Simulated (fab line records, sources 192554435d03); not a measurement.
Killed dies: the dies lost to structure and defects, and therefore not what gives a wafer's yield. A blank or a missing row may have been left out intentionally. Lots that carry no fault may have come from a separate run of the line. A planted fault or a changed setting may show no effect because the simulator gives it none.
Problem report, 8D (eight disciplines) form, completed by code + flow n5-finfet + the parts of the form that need people (team, actions taken, sign-off) are left out

== 1. THE ISSUE ==
At N5_BEOL_M2_ALD_98, susceptor-temp-C averages 96.93 C over 6 wafers from 2 lots, while fault-free wafers read 100.02 C, standard deviation 0.13. Relative to the usual mean, that is a shift of -24 standard deviations.
The step: deposits SiO2, target thk 2.5 nm, pulse time 1 s, co reactant pulse time 1 s.
First observed at day 9 10:46: wafer L120.2, on ald-sin-03. The record holds 27 wafers of 9 lots with a number at this step. By rule, "out" or "out of limits" means more than 4 standard deviations away from the usual mean. Any other wafer with a number is counted as sound.

== 2. WHAT THIS IS AND IS NOT ==
| question                    | is                     | is not                                                                          |
|-----------------------------|------------------------|---------------------------------------------------------------------------------|
| which readings at this step | susceptor-temp-C       | heater-power-outer-w, heater-power-w, precursor-pulse-height-rel                |
| which lots                  | L120, L121             | L112, L114, L115, L116, L128, L130, L131                                        |
| which wafers of those lots  | all that have a number | -                                                                               |
| read on which tools         | ald-sin-03             | ald-sin-01, ald-sin-02                                                          |
| when                        | from day 9 10:46       | up to then (12 sound wafers); but 9 sound wafers of L128, L130, L131 came after |

== 3. THE SUSPECTS, EACH WITH WHAT RULES IT OUT ==
Counting: a tool at any process step up to the reading remains a suspect when it ran all the lots that are out and ran no sound lot after the first of those.
- ald-sin-03 at N5_BEOL_M2_ALD_98 (deposits SiO2, target thk 2.5 nm, pulse time 1 s, co reactant pulse time 1 s): kept. Every lot that is out went through it, starting with L120 (day 9 10:46), and after that it ran no sound lot; the last sound lot it ran before then is L115 (day 8 14:49). Its own readings are out on those wafers: susceptor-temp-C.
The count leaves ald-sin-03 at N5_BEOL_M2_ALD_98.

== 4. THE CAUSE (what the simulator had put in) ==
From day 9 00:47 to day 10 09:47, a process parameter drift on ald-sin-03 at N5_BEOL_M2_ALD_98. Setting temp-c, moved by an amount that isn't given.
The count eliminated every tool but this one.

== 5. SEQUENCE OF EFFECTS, ordered by route ==
Rows list readings where the struck wafers' mean (over those with a number) sits beyond 3 standard deviations from the usual. Only readings whose record carries a usual standard deviation are examined. hours: median over the lots of the time between each lot's start at the first step of this table that gives one and its start at this step. sigmas: the change, counted in usual standard deviations.
| hours | step              | reading          | usual    | on struck wafers | change | sigmas |
|-------|-------------------|------------------|----------|------------------|--------|--------|
| 0     | N5_BEOL_M2_ALD_98 | susceptor-temp-C | 100.02 C | 96.93            | -3.09  | -24    |
Process steps it contains:
- N5_BEOL_M2_ALD_98: deposits SiO2, target thk 2.5 nm, pulse time 1 s, co reactant pulse time 1 s.
At these later measuring or inspecting steps, every struck wafer for which the step has a row has a number for every such reading, and none has moved that far: N5_BEOL_M4_RC_MEAS_101.

== 6. HOW IT WOULD HAVE BEEN CAUGHT EARLIER ==
The fault began at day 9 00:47; the first out-of-limits reading in this record came at day 9 10:46, 10 hours later.
